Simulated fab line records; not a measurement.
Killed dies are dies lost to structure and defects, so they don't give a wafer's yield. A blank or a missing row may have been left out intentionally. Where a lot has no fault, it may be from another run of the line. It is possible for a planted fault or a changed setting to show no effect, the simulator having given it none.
Matching of chambers    flow n5 finfet    rie diel-04 running N5_BEOL_M0_STRIP_142: 4 sister chambers
The step strips in N2/H2, time 10 s. 4 wafers are shown with their chamber, then 8 later ones without.

WAFERS, EACH WITH ITS CHAMBER
wafer   chamber  showerhead plenum p Torr (Torr)
L081.5  2        2.64
L084.3  1        2.50
L084.5  3        2.44
L089.2  0        2.59

WAFERS MISSING THEIR CHAMBER
wafer   showerhead plenum p Torr (Torr)
L089.4  2.63
L089.6  2.59
L093.2  2.59
L093.4  2.50
L093.5  2.44
L095.1  2.59
L095.4  2.50
L095.5  2.44

WHICH CHAMBER EACH WENT THROUGH
wafer   from the rows above  in truth
L089.4  2                    2
L089.6  0                    0
L093.2  0                    0
L093.4  1                    1
L093.5  3                    3
L095.1  0                    0
L095.4  1                    1
L095.5  3                    3
Correct placement for 8 of the 8. Can't be placed from these rows: 0. Placed wrongly: 0.
How it was worked out, from the rows above alone: a wafer's distance from a chamber is the root of the sum, over the readings, of the square of ((its reading less the chamber's mean) divided by the reading's scatter). The wafer belongs to the nearest chamber; if the next one is less than 2 further off, it can't be placed. For every chamber, the mean is computed from those of its wafers that are shown. The scatter: with one shown wafer a chamber, the root of the mean of the squares of how far each hidden wafer lies from its nearest shown one.
